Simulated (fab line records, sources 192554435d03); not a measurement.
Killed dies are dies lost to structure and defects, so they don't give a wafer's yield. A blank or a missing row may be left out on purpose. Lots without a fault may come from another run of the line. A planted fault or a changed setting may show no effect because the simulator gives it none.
Chamber matching | flow n5_finfet | N5_BEOL_M4_STRIP_19 on rie_diel-05: 4 sister chambers
The step strips in O2. 4 wafers are shown with their chamber, then 8 later ones without.

WAFERS WITH THEIR CHAMBER
wafer  | chamber | drypump_motor_current_A (A)
L087.4 | 3       | 5.2
L088.1 | 1       | 5.6
L088.4 | 0       | 5.8
L093.2 | 2       | 6.5

WAFERS WITHOUT THEIR CHAMBER
wafer  | drypump_motor_current_A (A)
L093.4 | 5.8
L093.6 | 5.2
L092.1 | 5.2
L092.2 | 5.7
L092.3 | 5.6
L095.1 | 5.8
L095.3 | 5.2
L095.6 | 5.6

WHICH CHAMBER EACH WENT THROUGH
wafer  | from the rows above     | in truth
L093.4 | 0                       | 0
L093.6 | 3                       | 3
L092.1 | 3                       | 3
L092.2 | can't be placed: 0 or 1 | 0
L092.3 | 1                       | 1
L095.1 | 0                       | 0
L095.3 | 3                       | 3
L095.6 | 1                       | 1
Placed correctly: 7 of 8. Can't be placed from these rows: 1 (the true chamber is among the candidates in 1). Placed wrongly: 0.
How it was worked out, from the rows above alone: a wafer's distance from a chamber is the root of the sum, over the readings, of the square of ((its reading less the chamber's mean) divided by the reading's scatter). The wafer belongs to the nearest chamber; if the next one is less than 2 further off, it can't be placed. A chamber's mean is the mean of its shown wafers. The scatter: with one shown wafer a chamber, the root of the mean of the squares of how far each hidden wafer lies from its nearest shown one.
